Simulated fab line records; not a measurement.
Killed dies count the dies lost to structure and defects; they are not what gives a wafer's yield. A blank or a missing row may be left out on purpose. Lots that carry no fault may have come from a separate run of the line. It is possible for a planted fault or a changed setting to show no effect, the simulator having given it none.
Which of the tools did it? | flow nand harc | Sampling: 13 lots, 37 wafers, 3 of 1159 route steps

== WHAT THE GAUGES SHOWED, per wafer ==
NHARC_A_CHANNEL_HOLE_D1_OVL_MEAS_11. Usual: overlay x nm 0.0 nm, standard deviation 0.8; overlay y nm 0.1 nm, standard deviation 0.75.
lot  | measured     | on         | overlay x nm (nm) | overlay y nm (nm) | flag
L104 | day 8 15:44  | overlay-01 | -0.6 -1.2 -0.7    | 0.3 -0.4 -0.4     |
L106 | day 8 20:15  | overlay-01 | 0.8 0.9 1.1       | -0.3 -0.4 -0.4    |
L109 | day 9 08:11  | overlay-01 | 1.0 1.7 1.2       | 0.4 0.0 0.4       |
L110 | day 9 08:22  | overlay-02 | 0.5 0.1 0.3       | 0.3 0.4 0.3       |
L111 | day 9 20:20  | overlay-01 | 1.0 0.9 0.0       | 0.3 0.1 0.7       |
L113 | day 10 18:44 | overlay-01 | -0.7 -0.7 -1.1    | 0.8 0.8 -0.1      |
L115 | day 10 21:35 | overlay-01 | -0.3 -1.0         | -0.1 0.3          |
L117 | day 11 11:08 | overlay-02 | 0.4 -0.4          | -1.9 -1.5         |
L121 | day 12 14:37 | overlay-02 | -0.9 -1.0 -0.8    | -0.1 -0.1 0.1     |
L122 | day 12 16:25 | overlay-01 | 0.1 -0.8 0.0      | 0.5 0.5 0.5       |
L124 | day 13 02:58 | overlay-02 | -0.2 -0.5 -0.3    | -0.3 -0.3 0.5     |
L126 | day 13 17:57 | overlay-02 | -0.2 -0.6 0.4     | 1.3 1.2 0.9       |
L127 | day 14 07:16 | overlay-01 | 0.6 1.2 0.1       | 0.5 0.4 0.4       |

NHARC_A_CHANNEL_HOLE_D1_CD_MEAS_18. Usual: cd nm 98.5 nm, standard deviation 1.8.
lot  | measured     | on        | cd nm (nm)        | flag
L104 | day 8 17:15  | cd sem-02 | 97.9 98.0 96.6    |
L106 | day 8 21:28  | cd sem-01 | 99.9 96.7 98.8    |
L109 | day 9 09:24  | cd sem-03 | 96.8 95.2 98.2    |
L110 | day 9 09:37  | cd sem-01 | 97.6 98.6 100.9   |
L111 | day 9 21:33  | cd sem-02 | 98.2 96.3 100.3   |
L113 | day 10 19:56 | cd sem-02 | 96.9 98.7 97.8    |
L115 | day 10 22:47 | cd sem-02 | 97.6 96.7         |
L117 | day 11 12:20 | cd sem-01 | 99.5 96.0         |
L121 | day 12 15:50 | cd sem-02 | 98.8 101.2 99.4   |
L122 | day 12 17:37 | cd sem-03 | 95.9 98.5 97.4    |
L124 | day 13 04:10 | cd sem-03 | 99.0 97.8 98.4    |
L126 | day 13 19:10 | cd sem-01 | 99.3 96.1 97.9    |
L127 | day 14 08:38 | cd sem-02 | 101.7 100.1 100.6 |

== WHICH TOOL RAN EACH LOT (tool, then ch and the chambers of the sampled wafers, then the start) ==
lot  | NHARC_A_CHANNEL_HOLE_D1_ETCH_38
L104 | rie diel-01 ch 0,1,3, day 8 15:55
L106 | rie diel-01 ch 1,2,3, day 8 20:26
L109 | rie diel-10 ch 1,3, day 9 08:23
L110 | rie diel-01 ch 1,2, day 9 08:33
L111 | rie diel-01 ch 1,2,3, day 9 20:32
L113 | rie diel-10 ch 1,2,3, day 10 18:55
L115 | rie diel-10 ch 2,3, day 10 21:46
L117 | rie diel-10 ch 0,2, day 11 11:19
L121 | rie diel-01 ch 1,2, day 12 14:49
L122 | rie diel-01 ch 2,3, day 12 16:35
L124 | rie diel-01 ch 0,2, day 13 03:09
L126 | rie diel-01 ch 0,1,2, day 13 18:09
L127 | rie diel-10 ch 0,3, day 14 07:27
- NHARC_A_CHANNEL_HOLE_D1_ETCH_38: etches the open film in CF4, target depth 39 nm, time 65 s.

== WHAT THE TOOLS THEMSELVES READ (means of the sampled wafers that have a number; where no wafer has one, the mark that the record gives instead) ==
NHARC_A_CHANNEL_HOLE_D1_ETCH_38. Usual: cf4 flow sccm 150.0 sccm (standard deviation 0.47); drypump motor current A 6.0 A (standard deviation 0.38); oes product au 1.002 a.u. (standard deviation 0.0088); rf fwd power W 297.3 W (standard deviation 1.1); rf vpp V 151.3 V (standard deviation 1); showerhead plenum p Torr 1.77 Torr (standard deviation 0.052); throttle valve pct 13.284 % (standard deviation 0.0087).
lot  | tool        | cf4 flow sccm (sccm) | drypump motor current A (A) | oes product au (a.u.) | rf fwd power W (W) | rf vpp V (V) | showerhead plenum p Torr (Torr) | throttle valve pct (%) | flag
L104 | rie diel-01 | 150.1                | 6.3                         | 1.006                 | 297.6              | 151.2        | 1.77                            | 13.283                 |
L106 | rie diel-01 | 150.3                | 6.1                         | 1.002                 | 297.5              | 151.0        | 1.73                            | 13.288                 |
L109 | rie diel-10 | 149.8                | 5.6                         | 1.009                 | 297.0              | 152.9        | 1.85                            | 13.277                 |
L110 | rie diel-01 | 150.5                | 6.2                         | 0.997                 | 297.3              | 151.4        | 1.73                            | 13.274                 |
L111 | rie diel-01 | 149.8                | 6.1                         | 0.995                 | 298.3              | 150.1        | 1.73                            | 13.290                 |
L113 | rie diel-10 | 150.2                | 5.7                         | 0.958                 | 296.9              | 151.0        | 1.79                            | 13.278                 | OFF
L115 | rie diel-10 | 150.1                | 5.8                         | 0.869                 | 297.9              | 151.2        | 1.75                            | 13.290                 | OFF
L117 | rie diel-10 | 149.7                | 5.9                         | 0.936                 | 297.0              | 151.1        | 1.76                            | 13.281                 | OFF
L121 | rie diel-01 | 150.2                | 6.2                         | 0.999                 | 298.3              | 150.7        | 1.73                            | 13.282                 |
L122 | rie diel-01 | 149.9                | 6.0                         | 0.986                 | 297.7              | 150.2        | 1.74                            | 13.289                 |
L124 | rie diel-01 | 149.9                | 6.5                         | 1.007                 | 298.1              | 151.6        | 1.78                            | 13.275                 |
L126 | rie diel-01 | 150.2                | 6.4                         | 1.007                 | 297.6              | 151.7        | 1.75                            | 13.292                 |
L127 | rie diel-10 | 150.7                | 6.0                         | 0.997                 | 297.1              | 152.1        | 1.80                            | 13.283                 |

== THE ANSWER, worked out from the rows above alone ==
Rule: lot off if the mean of its wafers having a number is beyond 3 standard deviations from the usual mean. Also off: a lot with no number at a reading for which 4 or more lots have one. All remaining lots with rows at the step are treated as sound. Order of review: gauges by route order, followed by the tools' own readings, for which a lot's mean as printed above is used. At the first step where some lot is off, the reading lying furthest off is the one used; lots without a number count as furthest.
Off, at NHARC_A_CHANNEL_HOLE_D1_ETCH_38 on oes product au: L113, L115, L117.
If a tool, at that step or one of the process steps before it, ran each lot that is off and ran no sound lot following the first of them, it fits. Of those tried, none fits.

== WHAT THE SIMULATOR HAD INSERTED ==
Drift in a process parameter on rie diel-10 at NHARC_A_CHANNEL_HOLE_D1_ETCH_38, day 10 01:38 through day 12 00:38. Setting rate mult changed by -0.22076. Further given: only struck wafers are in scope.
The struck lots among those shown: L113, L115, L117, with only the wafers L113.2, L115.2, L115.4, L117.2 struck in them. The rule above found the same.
